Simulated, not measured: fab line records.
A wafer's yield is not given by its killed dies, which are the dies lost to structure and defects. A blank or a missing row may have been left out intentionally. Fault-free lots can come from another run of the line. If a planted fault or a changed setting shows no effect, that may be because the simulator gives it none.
Which tool was responsible? + flow nand harc + 24 lots, 72 wafers sampled, at 4 steps of a route of 1302

== WHAT THE GAUGES READ, wafer by wafer ==
NHARC_P_M1_OVL_MEAS_10: pitch 260 nm. Usual: overlay x nm -0.2 nm, standard deviation 0.77; overlay y nm -0.2 nm, standard deviation 0.69.
| lot  | measured     | on         | overlay x nm (nm) | overlay y nm (nm) | flag |
|------|--------------|------------|-------------------|-------------------|------|
| L074 | day 6 11:43  | overlay-01 | 0.2 0.9 0.7       | 0.1 0.2 0.3       |      |
| L075 | day 6 14:26  | overlay-01 | 1.0 1.7 1.3       | -0.1 -0.2 0.0     |      |
| L076 | day 7 02:06  | overlay-01 | -0.2 -1.1 -1.7    | -0.7 -0.8 -0.2    |      |
| L077 | day 7 11:00  | overlay-01 | -1.1 -0.8 -0.8    | -0.1 0.4 0.0      |      |
| L078 | day 8 00:25  | overlay-02 | -0.5 -0.5 -0.2    | 1.1 0.7 0.4       |      |
| L079 | day 8 10:22  | overlay-01 | -0.8 -1.1 -1.6    | -0.1 0.1 0.5      |      |
| L080 | day 8 15:58  | overlay-02 | -0.7 -0.4 -0.7    | -1.0 -0.6 -0.9    |      |
| L081 | day 9 09:53  | overlay-02 | 0.4 -0.2 0.3      | -1.1 -0.8 -1.1    |      |
| L082 | day 9 15:53  | overlay-01 | 0.3 -0.3 0.0      | -0.3 0.8 0.3      |      |
| L083 | day 9 23:41  | overlay-01 | 0.4 -0.6 0.4      | -0.2 0.4 -0.1     |      |
| L084 | day 10 16:37 | overlay-02 | -1.0 -1.0 -1.2    | -1.1 -1.6 -1.2    |      |
| L085 | day 11 01:05 | overlay-02 | 0.1 1.3 1.0       | 0.0 0.0 -0.5      |      |
| L086 | day 11 07:40 | overlay-02 | -0.1 -0.7 -0.1    | -0.2 -0.1 -0.2    |      |
| L087 | day 11 11:04 | overlay-02 | 0.8 0.6 0.8       | -0.6 -0.5 -0.3    |      |
| L088 | day 12 10:45 | overlay-02 | 0.1 -0.3 -0.2     | 1.3 0.7 1.6       |      |
| L089 | day 12 10:56 | overlay-01 | -0.8 -1.1 -1.1    | 0.4 -0.7 0.0      |      |
| L090 | day 13 04:28 | overlay-01 | -0.3 -0.3 -0.3    | 0.8 0.6 0.4       |      |
| L091 | day 13 15:20 | overlay-02 | -0.8 -0.5 -0.1    | -1.3 -1.6 -1.4    |      |
| L092 | day 13 18:08 | overlay-01 | -0.1 0.2 0.2      | 0.1 -0.1 0.0      |      |
| L093 | day 14 05:51 | overlay-02 | 0.6 0.8 0.7       | 0.5 0.0 0.7       |      |
| L094 | day 14 19:45 | overlay-02 | -0.9 -0.5 -0.9    | -0.2 0.8 0.8      |      |
| L095 | day 15 02:37 | overlay-02 | -0.4 -0.9 -0.1    | -1.2 -0.6 -1.9    |      |
| L096 | day 15 07:17 | overlay-01 | -0.3 -0.8 -0.7    | -0.1 -1.1 -0.8    |      |
| L097 | day 15 21:05 | overlay-01 | 1.3 1.3 1.1       | -0.4 -0.4 -0.4    |      |

== EACH LOT AND THE TOOL THAT RAN IT (in order: tool; ch and the chambers of the sampled wafers; start) ==
| lot  | NHARC_P_CONTACT_CMP_01        | NHARC_P_CONTACT_ETCH_36                       | NHARC_P_CONTACT_ETCH_31                       |
|------|-------------------------------|-----------------------------------------------|-----------------------------------------------|
| L074 | cmp-02 ch 0,1,2, day 6 02:48  | rie diel-11 ch 1,2, day 6 11:43 or earlier    | rie diel-11 ch 0,1,3, day 6 11:43 or earlier  |
| L075 | cmp-02 ch 0,1,3, day 6 05:32  | rie diel-01 ch 1,2,3, day 6 14:26 or earlier  | rie diel-01 ch 0,2,3, day 6 14:26 or earlier  |
| L076 | cmp-04 ch 0,1,3, day 6 16:53  | rie diel-11 ch 0,2,3, day 7 02:06 or earlier  | rie diel-11 ch 0,1,3, day 7 02:06 or earlier  |
| L077 | cmp-01 ch 1,2, day 7 01:23    | rie diel-01 ch 0,3, day 7 11:00 or earlier    | rie diel-01 ch 0,1, day 7 11:00 or earlier    |
| L078 | cmp-04 ch 1,2, day 7 15:08    | rie diel-08 ch 0,1, day 8 00:25 or earlier    | rie diel-08 ch 0,2,3, day 8 00:25 or earlier  |
| L079 | cmp-04 ch 2,3, day 8 01:29    | rie diel-08 ch 0,1,2, day 8 10:22 or earlier  | rie diel-08 ch 0,3, day 8 10:22 or earlier    |
| L080 | cmp-04 ch 0,2,3, day 8 06:59  | rie diel-11 ch 0,1,3, day 8 15:58 or earlier  | rie diel-11 ch 0,1,2, day 8 15:58 or earlier  |
| L081 | cmp-02 ch 0,2,3, day 9 00:53  | rie diel-11 ch 0,2,3, day 9 09:53 or earlier  | rie diel-11 ch 0,1,2, day 9 09:53 or earlier  |
| L082 | cmp-02 ch 0,1,3, day 9 06:54  | rie diel-01 ch 0,1,3, day 9 15:53 or earlier  | rie diel-01 ch 0,2,3, day 9 15:53 or earlier  |
| L083 | cmp-04 ch 0,1,3, day 9 14:49  | rie diel-08 ch 2,3, day 9 23:41 or earlier    | rie diel-08 ch 0,1, day 9 23:41 or earlier    |
| L084 | cmp-01 ch 1,2,3, day 10 07:31 | rie diel-08 ch 0,2,3, day 10 16:37 or earlier | rie diel-08 ch 0,3, day 10 16:37 or earlier   |
| L085 | cmp-02 ch 1,3, day 10 15:47   | rie diel-08 ch 0,1,2, day 11 01:05 or earlier | rie diel-08 ch 0,2,3, day 11 01:05 or earlier |
| L086 | cmp-04 ch 1,2, day 10 21:52   | rie diel-08 ch 1,2, day 11 07:40 or earlier   | rie diel-08 ch 0,1, day 11 07:40 or earlier   |
| L087 | cmp-02 ch 0,2, day 11 01:43   | rie diel-11 ch 0,1,2, day 11 11:04 or earlier | rie diel-11 ch 1,2, day 11 11:04 or earlier   |
| L088 | cmp-01 ch 1,2,3, day 12 01:41 | rie diel-11 ch 1,2, day 12 10:45 or earlier   | rie diel-11 ch 1,2,3, day 12 10:45 or earlier |
| L089 | cmp-02 ch 0,3, day 12 02:04   | rie diel-08 ch 0,1,2, day 12 10:56 or earlier | rie diel-08 ch 0,2, day 12 10:56 or earlier   |
| L090 | cmp-01 ch 1,2, day 12 19:11   | rie diel-11 ch 0,2,3, day 13 04:28 or earlier | rie diel-11 ch 0,1,2, day 13 04:28 or earlier |
| L091 | cmp-02 ch 1,2,3, day 13 06:21 | rie diel-11 ch 0,1,2, day 13 15:20 or earlier | rie diel-11 ch 0,3, day 13 15:20 or earlier   |
| L092 | cmp-01 ch 0,1,3, day 13 09:13 | rie diel-01 ch 1,3, day 13 18:08 or earlier   | rie diel-01 ch 0,2,3, day 13 18:08 or earlier |
| L093 | cmp-02 ch 0,1,3, day 13 20:54 | rie diel-08 ch 1,2,3, day 14 05:51 or earlier | rie diel-08 ch 0,3, day 14 05:51 or earlier   |
| L094 | cmp-04 ch 0,1,2, day 14 10:29 | rie diel-08 ch 0,2,3, day 14 19:45 or earlier | rie diel-08 ch 1,2,3, day 14 19:45 or earlier |
| L095 | cmp-02 ch 1,2,3, day 14 17:08 | rie diel-11 ch 0,2,3, day 15 02:37 or earlier | rie diel-11 ch 2,3, day 15 02:37 or earlier   |
| L096 | cmp-04 ch 0,2,3, day 14 22:17 | rie diel-11 ch 0,1,3, day 15 07:17 or earlier | rie diel-11 ch 0,1,2, day 15 07:17 or earlier |
| L097 | cmp-02 ch 0,1, day 15 11:53   | rie diel-11 ch 0,2,3, day 15 21:05 or earlier | rie diel-11 ch 0,3, day 15 21:05 or earlier   |
- NHARC_P_CONTACT_CMP_01: polishes SiO2, target thk 200 nm.
- NHARC_P_CONTACT_ETCH_36: etches the open film in N2/H2, target depth 260 nm, time 406.25 s.
- NHARC_P_CONTACT_ETCH_31: etches the open film in CH3F/O2, target depth 30 nm, time 85.7 s.

== AS READ BY THE TOOLS THEMSELVES (means over the sampled wafers that have a number; for cases with no such wafer, the mark the record gives instead) ==
NHARC_P_CONTACT_CMP_01. Usual: motor current A at 11.8 A, with a standard deviation of 1.5.
| lot  | tool   | motor current A (A) | flag |
|------|--------|---------------------|------|
| L074 | cmp-02 | 11.5                |      |
| L075 | cmp-02 | 11.5                |      |
| L076 | cmp-04 | 11.4                |      |
| L077 | cmp-01 | 13.5                |      |
| L078 | cmp-04 | 10.3                |      |
| L079 | cmp-04 | 10.7                |      |
| L080 | cmp-04 | 11.7                |      |
| L081 | cmp-02 | 12.1                |      |
| L082 | cmp-02 | 11.4                |      |
| L083 | cmp-04 | 11.3                |      |
| L084 | cmp-01 | 13.8                |      |
| L085 | cmp-02 | 11.7                |      |
| L086 | cmp-04 | 10.2                |      |
| L087 | cmp-02 | 11.3                |      |
| L088 | cmp-01 | 13.8                |      |
| L089 | cmp-02 | 11.9                |      |
| L090 | cmp-01 | 14.0                |      |
| L091 | cmp-02 | 11.9                |      |
| L092 | cmp-01 | 12.9                |      |
| L093 | cmp-02 | 11.2                |      |
| L094 | cmp-04 | 11.3                |      |
| L095 | cmp-02 | 12.3                |      |
| L096 | cmp-04 | 11.8                |      |
| L097 | cmp-02 | 10.8                |      |

NHARC_P_CONTACT_ETCH_36. Usual: chamber pressure mTorr 29.998 mTorr, standard deviation 0.028; drypump motor current A 5.8 A, standard deviation 0.47; h2 flow sccm 149.9 sccm, standard deviation 0.47; mfc ar sccm 0.012 sccm, standard deviation 0.0082; oes product au 0.999 a.u., standard deviation 0.0075; rf vpp V 430 V, standard deviation 3.3; showerhead plenum p Torr 2.02 Torr, standard deviation 0.12; throttle valve pct 14.170 %, standard deviation 0.0093.
| lot  | tool        | chamber pressure mTorr (mTorr) | drypump motor current A (A) | h2 flow sccm (sccm) | mfc ar sccm (sccm) | oes product au (a.u.) | rf vpp V (V) | showerhead plenum p Torr (Torr) | throttle valve pct (%) | flag |
|------|-------------|--------------------------------|-----------------------------|---------------------|--------------------|-----------------------|--------------|---------------------------------|------------------------|------|
| L074 | rie diel-11 | 30.022                         | 5.6                         | 150.1               | 0.018              | 0.996                 | 429          | 2.01                            | 14.173                 |      |
| L075 | rie diel-01 | 29.985                         | 5.8                         | 149.6               | 0.007              | 0.998                 | 433          | 2.15                            | 14.165                 |      |
| L076 | rie diel-11 | 30.012                         | 5.6                         | 150.3               | 0.013              | 0.996                 | 430          | 2.02                            | 14.172                 |      |
| L077 | rie diel-01 | 29.996                         | 5.1                         | 149.3               | 0.010              | 0.986                 | 432          | 2.08                            | 14.180                 |      |
| L078 | rie diel-08 | 30.004                         | 5.7                         | 149.8               | 0.006              | 1.005                 | 430          | 2.05                            | 14.170                 |      |
| L079 | rie diel-08 | 29.991                         | 5.8                         | 149.7               | 0.011              | 0.995                 | 428          | 1.97                            | 14.176                 |      |
| L080 | rie diel-11 | 29.976                         | 5.5                         | 149.6               | 0.013              | 0.991                 | 432          | 2.10                            | 14.161                 |      |
| L081 | rie diel-11 | 29.986                         | 5.6                         | 150.2               | 0.013              | 1.005                 | 430          | 2.02                            | 14.166                 |      |
| L082 | rie diel-01 | 30.017                         | 5.7                         | 149.8               | 0.014              | 0.998                 | 431          | 2.08                            | 14.168                 |      |
| L083 | rie diel-08 | 30.026                         | 6.2                         | 149.6               | 0.012              | 0.991                 | 426          | 1.90                            | 14.172                 |      |
| L084 | rie diel-08 | 30.002                         | 6.1                         | 150.2               | 0.007              | 0.995                 | 429          | 1.97                            | 14.171                 |      |
| L085 | rie diel-08 | 30.028                         | 5.8                         | 150.4               | 0.011              | 1.005                 | 429          | 1.97                            | 14.176                 |      |
| L086 | rie diel-08 | 30.001                         | 5.9                         | 150.3               | 0.017              | 1.006                 | 426          | 1.89                            | 14.173                 |      |
| L087 | rie diel-11 | 30.007                         | 5.7                         | 150.1               | 0.012              | 1.002                 | 430          | 2.01                            | 14.178                 |      |
| L088 | rie diel-11 | 29.984                         | 5.6                         | 149.8               | 0.018              | 1.007                 | 430          | 2.01                            | 14.177                 |      |
| L089 | rie diel-08 | 30.015                         | 5.8                         | 150.1               | 0.011              | 0.999                 | 428          | 1.96                            | 14.174                 |      |
| L090 | rie diel-11 | 29.972                         | 5.6                         | 149.8               | 0.013              | 0.992                 | 430          | 2.02                            | 14.177                 |      |
| L091 | rie diel-11 | 30.001                         | 5.7                         | 149.8               | 0.012              | 1.000                 | 430          | 2.01                            | 14.168                 |      |
| L092 | rie diel-01 | 30.019                         | 6.0                         | 149.8               | 0.013              | 1.003                 | 433          | 2.12                            | 14.164                 |      |
| L093 | rie diel-08 | 29.998                         | 6.2                         | 150.1               | 0.014              | 1.001                 | 427          | 1.89                            | 14.170                 |      |
| L094 | rie diel-08 | 30.027                         | 6.1                         | 149.9               | 0.007              | 1.001                 | 429          | 1.97                            | 14.173                 |      |
| L095 | rie diel-11 | 29.991                         | 5.6                         | 150.1               | 0.013              | 1.001                 | 430          | 2.02                            | 14.163                 |      |
| L096 | rie diel-11 | 29.984                         | 5.5                         | 150.1               | 0.013              | 1.002                 | 431          | 2.10                            | 14.170                 |      |
| L097 | rie diel-11 | 29.996                         | 5.6                         | 149.9               | 0.013              | 0.996                 | 430          | 2.02                            | 14.176                 |      |

NHARC_P_CONTACT_ETCH_31. Usual: chamber pressure mTorr is 25.001 mTorr with standard deviation 0.024, drypump motor current A is 5.8 A with standard deviation 0.47, mfc ar sccm is 200.0 sccm with standard deviation 0.62, oes product au is 0.977 a.u. with standard deviation 0.011, rf vpp V is 244.1 V with standard deviation 2.1, showerhead plenum p Torr is 2.44 Torr with standard deviation 0.14, and throttle valve pct is 20.663 % with standard deviation 0.0079.
| lot  | tool        | chamber pressure mTorr (mTorr) | drypump motor current A (A) | mfc ar sccm (sccm) | oes product au (a.u.) | rf vpp V (V) | showerhead plenum p Torr (Torr) | throttle valve pct (%) | flag |
|------|-------------|--------------------------------|-----------------------------|--------------------|-----------------------|--------------|---------------------------------|------------------------|------|
| L074 | rie diel-11 | 25.019                         | 5.5                         | 199.2              | 0.979                 | 244.5        | 2.53                            | 20.666                 |      |
| L075 | rie diel-01 | 24.989                         | 5.5                         | 199.9              | 0.983                 | 246.3        | 2.54                            | 20.673                 |      |
| L076 | rie diel-11 | 25.004                         | 5.5                         | 199.9              | 0.973                 | 244.3        | 2.53                            | 20.662                 |      |
| L077 | rie diel-01 | 25.018                         | 6.4                         | 199.7              | 0.987                 | 245.4        | 2.51                            | 20.657                 |      |
| L078 | rie diel-08 | 24.986                         | 6.1                         | 199.5              | 0.985                 | 243.2        | 2.38                            | 20.655                 |      |
| L079 | rie diel-08 | 25.008                         | 6.0                         | 199.3              | 0.957                 | 243.8        | 2.47                            | 20.664                 |      |
| L080 | rie diel-11 | 24.983                         | 5.7                         | 200.1              | 0.975                 | 243.7        | 2.43                            | 20.674                 |      |
| L081 | rie diel-11 | 25.030                         | 5.7                         | 199.7              | 0.977                 | 244.2        | 2.43                            | 20.668                 |      |
| L082 | rie diel-01 | 25.003                         | 5.5                         | 199.4              | 0.974                 | 245.3        | 2.54                            | 20.665                 |      |
| L083 | rie diel-08 | 24.987                         | 5.7                         | 199.9              | 0.973                 | 244.2        | 2.46                            | 20.666                 |      |
| L084 | rie diel-08 | 24.989                         | 6.4                         | 199.7              | 0.981                 | 243.1        | 2.39                            | 20.666                 |      |
| L085 | rie diel-08 | 24.984                         | 6.1                         | 199.9              | 0.975                 | 243.4        | 2.38                            | 20.660                 |      |
| L086 | rie diel-08 | 25.011                         | 5.7                         | 200.2              | 0.991                 | 244.1        | 2.46                            | 20.662                 |      |
| L087 | rie diel-11 | 24.993                         | 5.5                         | 200.6              | 0.986                 | 245.5        | 2.52                            | 20.659                 |      |
| L088 | rie diel-11 | 25.014                         | 5.4                         | 200.8              | 0.977                 | 245.7        | 2.53                            | 20.664                 |      |
| L089 | rie diel-08 | 25.014                         | 5.8                         | 199.8              | 0.974                 | 242.4        | 2.37                            | 20.669                 |      |
| L090 | rie diel-11 | 24.999                         | 5.7                         | 200.2              | 0.985                 | 243.9        | 2.42                            | 20.658                 |      |
| L091 | rie diel-11 | 25.006                         | 5.4                         | 199.7              | 0.958                 | 245.1        | 2.53                            | 20.657                 |      |
| L092 | rie diel-01 | 24.996                         | 5.5                         | 200.2              | 0.979                 | 246.4        | 2.54                            | 20.667                 |      |
| L093 | rie diel-08 | 24.969                         | 6.4                         | 200.2              | 0.989                 | 243.0        | 2.38                            | 20.671                 |      |
| L094 | rie diel-08 | 25.002                         | 6.2                         | 200.1              | 0.962                 | 243.1        | 2.29                            | 20.662                 |      |
| L095 | rie diel-11 | 25.012                         | 5.5                         | 199.6              | 0.979                 | 243.2        | 2.43                            | 20.668                 |      |
| L096 | rie diel-11 | 25.002                         | 5.7                         | 200.1              | 0.986                 | 243.3        | 2.42                            | 20.655                 |      |
| L097 | rie diel-11 | 25.003                         | 5.7                         | 199.3              | 0.980                 | 243.7        | 2.44                            | 20.673                 |      |

== THE ANSWER, worked out from the rows above alone ==
Rule: a lot counts as off when the mean over its wafers that have a number is more than 3 standard deviations away from the usual mean. A lot without any number at a reading at which 4 lots or more have one is off too. Any other lot the step has rows for is counted as sound. The gauges are gone through in route order, then the tools' own readings, and for those a lot's mean is taken as printed above. The first step at which some lot is off is used, and at that step the reading that is off furthest; a lot without a number counts as furthest.
No lot is off at any reading shown: from this, nothing can be told.

== WHAT THE SIMULATOR PUT IN ==
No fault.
